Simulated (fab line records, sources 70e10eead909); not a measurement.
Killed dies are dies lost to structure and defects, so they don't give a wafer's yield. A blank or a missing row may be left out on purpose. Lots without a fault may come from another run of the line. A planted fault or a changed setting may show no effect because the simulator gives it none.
Chamber matching | flow nand_harc | NHARC_A_SGD_CUT_CMP_21 on cmp-01: 4 sister chambers
The step polishes, target thk 148.19 nm. 8 wafers are shown with their chamber, then 10 later ones without.

WAFERS WITH THEIR CHAMBER
wafer  | chamber | motor_current_A (A) | time_to_endpoint_s (s)
L085.3 | 3       | 11.8                | 50
L085.4 | 1       | 11.0                | 54
L085.5 | 1       | 10.5                | 53
L087.1 | 0       | 11.5                | 45
L087.3 | 3       | 10.8                | 47
L087.6 | 2       | 9.6                 | 50
L088.4 | 2       | 9.9                 | 46
L088.5 | 0       | 11.8                | 43

WAFERS WITHOUT THEIR CHAMBER
wafer  | motor_current_A (A) | time_to_endpoint_s (s)
L088.6 | 11.8                | 49
L091.1 | 11.2                | 44
L091.2 | 10.3                | 48
L091.5 | 11.4                | 48
L093.1 | 11.4                | 45
L093.2 | 10.1                | 48
L093.6 | 12.4                | 44
L097.1 | 9.8                 | 53
L097.3 | 11.4                | 48
L097.5 | 10.0                | 54

WHICH CHAMBER EACH WENT THROUGH
wafer  | from the rows above          | in truth
L088.6 | can't be placed: 3 or 0      | 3
L091.1 | can't be placed: 0 or 3      | 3
L091.2 | can't be placed: 2 or 3 or 1 | 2
L091.5 | can't be placed: 3 or 0      | 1
L093.1 | can't be placed: 0 or 3      | 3
L093.2 | 2                            | 2
L093.6 | can't be placed: 0 or 3      | 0
L097.1 | can't be placed: 1 or 2 or 3 | 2
L097.3 | can't be placed: 3 or 0      | 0
L097.5 | can't be placed: 1 or 2      | 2
Placed correctly: 1 of 10. Can't be placed from these rows: 9 (the true chamber is among the candidates in 8). Placed wrongly: 0.
How it was worked out, from the rows above alone: a wafer's distance from a chamber is the root of the sum, over the readings, of the square of ((its reading less the chamber's mean) divided by the reading's scatter). The wafer belongs to the nearest chamber; if the next one is less than 2 further off, it can't be placed. A chamber's mean is the mean of its shown wafers. The scatter: the root of (the sum of the squares of (reading less its chamber's mean) over the shown wafers, divided by (wafers less chambers)).
